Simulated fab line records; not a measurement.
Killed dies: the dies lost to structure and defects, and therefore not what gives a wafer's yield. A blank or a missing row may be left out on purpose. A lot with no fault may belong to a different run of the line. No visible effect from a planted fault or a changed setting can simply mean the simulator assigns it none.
Which tool did it? ; flow nand_harc ; 42 wafers from 14 lots sampled at 5 of the route's 1302 steps

WHAT EACH GAUGE READ, for each wafer
NHARC_END_SORT_01. Usual: killed_at_array 46, standard deviation 15; killed_at_other 0.8, standard deviation 1.1; killed_at_periphery 4.0, standard deviation 2.9; killed_dies 50, standard deviation 15; killed_open 3.2, standard deviation 1.8; killed_short 2.3, standard deviation 1.6.
lot;measured;on;killed_at_array;killed_at_other;killed_at_periphery;killed_dies;killed_open;killed_short;flag
L248;day 25 19:31;prober-01;667 671 670;1 3 2;9 3 5;677 677 677;5 5 1;3 0 2;OFF
L249;day 26 02:25;prober-02;671 672 670;1 0 1;5 5 6;677 677 677;7 3 7;1 2 0;OFF

TOOL THAT RAN EACH LOT (tool first, then ch and the chambers of the sampled wafers, then the start)
lot;NHARC_A_STAIRCASE_CVD_552;NHARC_THIN_TSV_CMP_01;NHARC_THIN_TSV_DEGAS_49;NHARC_THIN_TSV_PVD_19
L244;lpcvd-01 ch 0, day 17 20:50;cmp-02 ch 0,1,3, day 23 20:43;pvd_sputter-01, day 24 00:45;pvd_sputter-01, no start
L245;lpcvd-01 ch 1, day 17 20:50;cmp-04 ch 1,3, day 23 21:56;pvd_sputter-02, day 24 02:01;pvd_sputter-02, no start
L246;lpcvd-02 ch 1, day 18 07:16;cmp-02 ch 0,2,3, day 24 17:36;pvd_sputter-01, day 24 21:43;pvd_sputter-01, no start
L248;lpcvd-01 ch 1, day 19 06:28;-;-;-
L249;lpcvd-01 ch 1, day 19 06:28;-;-;-
L257;lpcvd-01 ch 0, day 22 19:13;cmp-02 ch 0,1,3, day 29 00:25;pvd_sputter-02, day 29 04:22;pvd_sputter-02, no start
L259;lpcvd-01 ch 0, day 23 08:49;cmp-04 ch 0,1,2, day 29 18:01;pvd_sputter-01, day 29 22:02;pvd_sputter-01, no start
L258;lpcvd-02 ch 0, day 23 14:31;cmp-01 ch 0,1,3, day 30 01:10;pvd_sputter-02, day 30 05:06;pvd_sputter-02, no start
L261;lpcvd-01 ch 1, day 24 08:36;cmp-01 ch 0,1,2, day 30 08:08;pvd_sputter-02, day 30 12:11;pvd_sputter-02, no start
L260;lpcvd-02 ch 1, day 24 14:08;cmp-04 ch 1,2,3, day 31 05:01;pvd_sputter-01, day 31 09:04;pvd_sputter-01, no start
L262;lpcvd-01 ch 1, day 25 06:45;cmp-02 ch 1,2,3, day 32 02:26;pvd_sputter-02, day 32 06:26;pvd_sputter-02, no start
L263;lpcvd-02 ch 1, day 25 21:46;cmp-04 ch 0,1,2, day 32 03:43;pvd_sputter-03, day 32 07:44;pvd_sputter-03, no start
L264;lpcvd-02 ch 1, day 25 21:46;cmp-01 ch 0,3, day 32 04:50;pvd_sputter-02, day 32 08:56;pvd_sputter-02, no start
L266;lpcvd-02 ch 0, day 25 21:46;cmp-04 ch 0,2,3, day 32 12:55;pvd_sputter-02, day 32 17:04;pvd_sputter-02, no start
- NHARC_A_STAIRCASE_CVD_552: deposits SiNx, target thk 40 nm.
- NHARC_THIN_TSV_CMP_01: polishes.
- NHARC_THIN_TSV_DEGAS_49: time 120 s.
- NHARC_THIN_TSV_PVD_19: deposits TaN, target thk 20 nm.

WHAT THE TOOLS THEMSELVES READ (means of the sampled wafers that have a number; where no wafer has one, the mark that the record gives instead)
NHARC_THIN_TSV_CMP_01. Usual: motor_current_A 12.5 A, standard deviation 0.89.
lot;tool;motor_current_A (A);flag
L244;cmp-02;12.2;
L245;cmp-04;12.6;
L246;cmp-02;12.2;
L257;cmp-02;11.9;
L259;cmp-04;12.3;
L258;cmp-01;12.4;
L261;cmp-01;12.5;
L260;cmp-04;13.0;
L262;cmp-02;12.4;
L263;cmp-04;12.1;
L264;cmp-01;11.5;
L266;cmp-04;12.9;

NHARC_THIN_TSV_DEGAS_49. Usual: heater_power_w 445 W, standard deviation 45.
lot;tool;heater_power_w (W);flag
L244;pvd_sputter-01;442;
L245;pvd_sputter-02;436;
L246;pvd_sputter-01;446;
L257;pvd_sputter-02;449;
L259;pvd_sputter-01;454;
L258;pvd_sputter-02;472;
L261;pvd_sputter-02;414;
L260;pvd_sputter-01;460;
L262;pvd_sputter-02;409;
L263;pvd_sputter-03;435;
L264;pvd_sputter-02;453;
L266;pvd_sputter-02;427;

NHARC_THIN_TSV_PVD_19. Usual: throttle_valve_pct 30.2 %, standard deviation 1.3.
lot;tool;throttle_valve_pct (%);flag
L244;pvd_sputter-01;28.9;
L245;pvd_sputter-02;31.3;
L246;pvd_sputter-01;29.3;
L257;pvd_sputter-02;31.3;
L259;pvd_sputter-01;30.4;
L258;pvd_sputter-02;31.0;
L261;pvd_sputter-02;31.1;
L260;pvd_sputter-01;29.9;
L262;pvd_sputter-02;31.1;
L263;pvd_sputter-03;29.6;
L264;pvd_sputter-02;30.6;
L266;pvd_sputter-02;30.5;

THE ANSWER, worked out from the rows above alone
Rule: lot off if the mean of its wafers having a number is beyond 3 standard deviations from the usual mean. A lot without any number at a reading at which 4 lots or more have one is off too. Any other lot the step has rows for is counted as sound. Order of review: gauges by route order, followed by the tools' own readings, for which a lot's mean as printed above is used. At the first step where some lot is off, the reading lying furthest off is the one used; lots without a number count as furthest.
Off, at NHARC_END_SORT_01 on killed_dies: L248, L249. Neither off nor sound, because the step has no rows for them: L244, L245, L246, L257, L259, L258, L261, L260, L262, L263, L264, L266.
A tool fits if, at a process step before that reading, it ran every lot that is off, and no sound lot after the first of them. Gauges at NHARC_END_SORT_01: tried the same way as those tools. One fits: lpcvd-01 at NHARC_A_STAIRCASE_CVD_552. It ran no sound lot before its first lot that is off in this sample, so the start can't be narrowed down.

WHAT THE SIMULATOR PUT IN
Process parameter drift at NHARC_A_STAIRCASE_CVD_552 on lpcvd-01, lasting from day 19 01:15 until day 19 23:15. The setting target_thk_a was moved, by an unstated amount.
Shown lots that were struck: L248, L249. The same result came from the rule above.
